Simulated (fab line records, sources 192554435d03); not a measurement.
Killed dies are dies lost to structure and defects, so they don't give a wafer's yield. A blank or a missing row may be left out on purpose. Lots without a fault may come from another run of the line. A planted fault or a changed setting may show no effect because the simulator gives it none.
Split-lot experiment | flow n5_finfet | 7 lots, 21 wafers read, on a route of 1938 steps

THE SPLIT
At N5_BEOL_M15_TRENCH_ETCH_34 (etches SiO2 in C4F8/O2/Ar, target depth 872.93 nm, time 199 s), the setting time_s was moved away from the recipe's 199 s on 4 of the 21 wafers read, by -17.3% to +21.1%. The other wafers ran this setting at the recipe's value.

FROM THE SPLIT TO THE READING: what the file shows between them, 7 steps
- N5_BEOL_M15_STRIP_36: strips in O2
- N5_BEOL_M15_ECD_47: material Cu, target thk 1860 nm
- N5_BEOL_M15_ANNEAL_48: time 90 s
- N5_BEOL_M15_CMP_49: polishes, stops on SiO2, t overpolish 4.9 s, target thk 850 nm
- N5_BEOL_M15_THK_MEAS_50: measures by xrf
- N5_BEOL_M15_PRE_CLEAN_52: time 15 s
- N5_BEOL_M15_DEP_53: deposits SiCN from 3MS/NH3, target thk 50 nm, time 17.8 s

THE READING
M15_RS, in ohm/sq, at N5_BEOL_M15_RS_MEAS_54 (measures by four-point-probe). Fault-free wafers of this fab line usually give 0.0216 ohm/sq, standard deviation 0.00041 ohm/sq.

wafer  | tool, chamber at the split | time_s as run, s | against the recipe | M15_RS, ohm/sq | against lot-mates on the recipe
L081.1 | rie_diel-02, 2             | 199              | recipe             | 0.0214         | -
L081.2 | rie_diel-02, 0             | 199              | recipe             | 0.0216         | -
L081.3 | rie_diel-02, 1             | 199              | recipe             | 0.0211         | -
L082.2 | rie_diel-02, 2             | 199              | recipe             | 0.0213         | -
L082.4 | rie_diel-02, 1             | 199              | recipe             | 0.0211         | -
L082.6 | rie_diel-02, 3             | 199              | recipe             | 0.0212         | -
L083.3 | rie_diel-06, 3             | 199              | recipe             | 0.0215         | -
L083.4 | rie_diel-06, 1             | 241              | +21.1%             | 0.0177         | -0.0038
L083.6 | rie_diel-06, 2             | 241              | +21.1%             | 0.0183         | -0.0032
L087.1 | rie_diel-06, 1             | 199              | recipe             | 0.0217         | -
L087.2 | rie_diel-06, 0             | 199              | recipe             | 0.0221         | -
L087.3 | rie_diel-06, 2             | 199              | recipe             | 0.0220         | -
L088.1 | rie_diel-02, 0             | 199              | recipe             | 0.0216         | -
L088.4 | rie_diel-02, 2             | 199              | recipe             | 0.0211         | -
L088.6 | rie_diel-02, 0             | 199              | recipe             | 0.0214         | -
L086.1 | rie_diel-02, 2             | 199              | recipe             | 0.0211         | -
L086.2 | rie_diel-02, 1             | 199              | recipe             | 0.0210         | -
L086.3 | rie_diel-02, 0             | 199              | recipe             | 0.0214         | -
L090.2 | rie_diel-06, 1             | 199              | recipe             | 0.0213         | -
L090.4 | rie_diel-06, 2             | 164.6            | -17.3%             | 0.0266         | +0.0053
L090.6 | rie_diel-06, 1             | 164.6            | -17.3%             | 0.0261         | +0.0048

THE FIT
A straight line over all 21 wafers: M15_RS changes by -0.000213 ohm/sq for each +1% of time_s; r = -0.96; the points scatter about the line by 0.00058 ohm/sq.
The same after taking each lot's own level away (the mean of its wafers on the recipe; 21 wafers): -0.000218 ohm/sq for each +1%; r = -0.96; scatter 0.00053 ohm/sq.
On that fit, the largest move of time_s shifts the reading by 0.0046 ohm/sq.
The lots' own levels span 0.02117 to 0.02193 ohm/sq, that is 1.9 times the standard deviation above.
So the lot-to-lot level changes the slope little: the two slopes agree.
Check: with one of the wafers moved furthest among these (+21.1%) left out of the fit, the line predicts -0.00466 ohm/sq for it against its lot-mates. It came out at -0.0038 ohm/sq against them.

THE WHOLE CHAIN: every reading that the file lists as answering this split, in the file's order
step                       | what it does                                                   | reading                                                                          | change (the file's fit)               | r (the file's)
N5_BEOL_M15_TRENCH_ETCH_34 | etches SiO2 in C4F8/O2/Ar, target depth 872.93 nm, time 199 s  | etch.depth_nm (the simulator's own value, which no gauge read)                   | +8.44 nm for each +1% of the setting  | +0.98
N5_BEOL_M15_TRENCH_ETCH_34 | etches SiO2 in C4F8/O2/Ar, target depth 872.93 nm, time 199 s  | coat_of_BEOL_M15_COAT_22.thk_nm (the simulator's own value, which no gauge read) | -1.8 nm for each +1% of the setting   | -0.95
N5_BEOL_M15_CMP_49         | polishes, stops on SiO2, t overpolish 4.9 s, target thk 850 nm | Cu_of_BEOL_M15_ECD_47.thk_nm (the simulator's own value, which no gauge read)    | +8.38 nm for each +1% of the setting  | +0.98
N5_BEOL_M15_THK_MEAS_50    | measures by xrf                                                | M15_THK                                                                          | +8.72 for each +1% of the setting     | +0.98
N5_BEOL_M15_RS_MEAS_54     | measures by four-point-probe                                   | M15_RS                                                                           | -0.000215 for each +1% of the setting | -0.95

THE FILE'S OWN FIT
M15_RS changes by -0.000215 ohm/sq for each +1% of time_s, r = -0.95.
